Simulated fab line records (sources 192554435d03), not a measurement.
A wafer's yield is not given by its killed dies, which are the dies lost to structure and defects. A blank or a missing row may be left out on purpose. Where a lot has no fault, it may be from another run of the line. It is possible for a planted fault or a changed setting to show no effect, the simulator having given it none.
Matching of chambers    flow n5Finfet    3 sister chambers for N5_BEOL_M10_CURE_71 on uvCure-03
The step cures SiCOH lowk, time 240 s. 20 wafers are shown with their chamber, then 10 later ones without.

## WAFERS WITH THEIR CHAMBER
wafer   chamber  wafer_temp_C_max  lampPowerPct (%)
L075.1  1        386.8             52.26
L075.3  1        386.7             52.40
L075.6  1        386.6             52.29
L076.3  0        388.2             52.36
L076.4  0        387.6             52.42
L076.6  0        388.1             52.35
L078.3  2        386.5             52.31
L078.4  2        386.7             52.24
L078.5  2        386.7             52.30
L084.1  0        386.7             52.34
L084.3  0        387.6             52.31
L084.6  0        386.9             52.33
L085.1  1        386.8             52.34
L085.4  1        386.4             52.27
L085.5  1        386.9             52.32
L086.3  2        386.8             52.34
L086.5  2        386.2             52.33
L086.6  2        386.3             52.28
L093.1  0        387.7             52.26
L093.4  0        387.9             52.32

SIGNATURES (means of the wafers above)
reading           chamber 0  chamber 1  chamber 2  scatter within a chamber
wafer_temp_C_max  387.587    386.700    386.533    0.381
lampPowerPct      52.3362    52.3133    52.3000    0.0452
Rule: a wafer lies at a distance from a chamber equal to the root of the sum of squares, over the readings, of (its reading less the chamber's mean, divided by the reading's scatter). If the next closest chamber is less than 2 further off than the closest, the wafer can't be placed; otherwise it belongs to the closest. The scatter: take each reading less its chamber's mean, square it, sum over the shown wafers, divide by the number of wafers less the number of chambers, and take the root.

## WAFERS WITH NO CHAMBER GIVEN
wafer   wafer_temp_C_max  lampPowerPct (%)
L093.5  387.7             52.31
L094.1  387.2             52.35
L094.2  387.3             52.37
L094.4  387.3             52.28
L095.2  387.2             52.33
L095.3  387.4             52.32
L095.6  387.3             52.28
L096.3  386.4             52.28
L096.4  386.6             52.37
L096.5  386.6             52.33

## WHICH CHAMBER EACH WENT THROUGH
wafer   from the rows above           in truth
L093.5  can't be placed: 0 or 1       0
L094.1  can't be placed: 0 or 1 or 2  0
L094.2  can't be placed: 0 or 1 or 2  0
L094.4  can't be placed: 0 or 1 or 2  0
L095.2  can't be placed: 0 or 1 or 2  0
L095.3  can't be placed: 0 or 1 or 2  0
L095.6  can't be placed: 0 or 1 or 2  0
L096.3  can't be placed: 2 or 1       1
L096.4  can't be placed: 1 or 2 or 0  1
L096.5  can't be placed: 1 or 2       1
Correct placement for 0 of the 10. Not placeable from these rows: 10 (in 10, the candidates include the true chamber). 0 placed wrongly.
